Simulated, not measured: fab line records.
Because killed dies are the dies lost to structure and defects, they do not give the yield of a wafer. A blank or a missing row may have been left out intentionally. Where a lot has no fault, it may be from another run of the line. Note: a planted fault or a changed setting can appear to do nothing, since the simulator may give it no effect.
Split-lot experiment ; flow n5_finfet ; 21 wafers read across 7 lots, on a route 1938 steps long

== THE SPLIT ITSELF ==
At N5_PASSIVATION_EXPOSE_07 (exposes mask TV, defocus 0 nm, target cd 3000 nm), the setting dose_mj was moved away from the recipe's 22.75 on 6 of the 21 wafers read, by -7.1% to +4.1%. For the rest of the wafers, this setting stayed at what the recipe calls for.

== FROM THE SPLIT TO THE READING: what the file shows between them, 3 steps ==
- N5_PASSIVATION_PEB_08
- N5_PASSIVATION_DEVELOP_09: develop time 60 s
- N5_PASSIVATION_HARDBAKE_11: time 120 s

== THE READING ==
cd_nm at N5_PASSIVATION_CD_MEAS_10, given in nm (cd target 3000 nm). Fault-free wafers of this fab line usually give 3000.1 nm, standard deviation 2.2 nm.

wafer;tool, chamber at the split;dose_mj as run;against the recipe;cd_nm, nm;against lot-mates on the recipe
L080.1;krf_scanner-02, 0;23.45;+3.1%;3007.3;+6.9
L080.2;krf_scanner-02, 0;22.75;recipe;2999.9;-
L080.5;krf_scanner-02, 0;22.75;recipe;3001.0;-
L087.1;krf_scanner-02, 0;21.64;-4.9%;2987.8;-11.0
L087.2;krf_scanner-02, 0;21.64;-4.9%;2988.5;-10.3
L087.4;krf_scanner-02, 0;22.75;recipe;2998.8;-
L090.1;krf_scanner-01, 0;22.75;recipe;2998.8;-
L090.5;krf_scanner-01, 0;23.28;+2.3%;3004.4;+6.9
L090.6;krf_scanner-01, 0;22.75;recipe;2996.2;-
L091.1;krf_scanner-01, 0;22.75;recipe;3001.6;-
L091.5;krf_scanner-01, 0;22.75;recipe;3000.8;-
L091.6;krf_scanner-01, 0;22.75;recipe;3002.0;-
L093.1;krf_scanner-02, 0;22.75;recipe;2999.5;-
L093.2;krf_scanner-02, 0;22.75;recipe;3000.1;-
L093.5;krf_scanner-02, 0;22.75;recipe;3000.8;-
L095.1;krf_scanner-01, 0;22.75;recipe;3001.2;-
L095.3;krf_scanner-01, 0;22.75;recipe;3002.0;-
L095.6;krf_scanner-01, 0;23.68;+4.1%;3007.7;+6.1
L096.1;krf_scanner-01, 0;22.75;recipe;3000.5;-
L096.3;krf_scanner-01, 0;22.75;recipe;3002.6;-
L096.6;krf_scanner-01, 0;21.13;-7.1%;2983.8;-17.8

FIT RESULTS
A straight line over all 21 wafers: cd_nm changes by +2.28 nm for each +1% of dose_mj; r = +0.97; the points scatter about the line by 1.5 nm.
The same after taking each lot's own level away (the mean of its wafers on the recipe; 21 wafers): +2.24 nm for each +1%; r = +0.98; scatter 1.1 nm.
The reading moves by 16 nm for the largest change in dose_mj, on that fit.
From 2997.50 to 3001.60 nm: that is the span of the lots' own levels, equal to 1.9 times the standard deviation above.
Consequently the slope shifts little with the lot-to-lot level, the two slopes agreeing.
Check: with one of the wafers moved furthest among these (-7.1%) left out of the fit, the line predicts -15 nm for it against its lot-mates. It came out at -17.8 nm against them.

== THESE WAFERS: OTHER SPLITS ==
These wafers also went through other splits before the reading. Each is held against what the fit with the lots' levels taken away leaves over:
other split on the same wafers;wafers away from the commonest value;r with cd_nm (lot level and that fit taken away)
N5_BEOL_M13_ETCH_59 bias_w;4;+0.08
N5_BEOL_M13_EXPOSE_25 dose_mj;4;-0.06
N5_BEOL_M13_DEP_53 time_s;7;+0.37
N5_BEOL_M14_ILD_DEP_00 time_s;8;-0.07
N5_BEOL_M15_ILD_DEP_00 temp_c;7;+0.10
N5_BEOL_M15_COAT_04 spin_rpm;5;-0.12

== THE FILE'S OWN FIT ==
cd_nm changes by +2.26 nm for each +1% of dose_mj, r = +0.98.
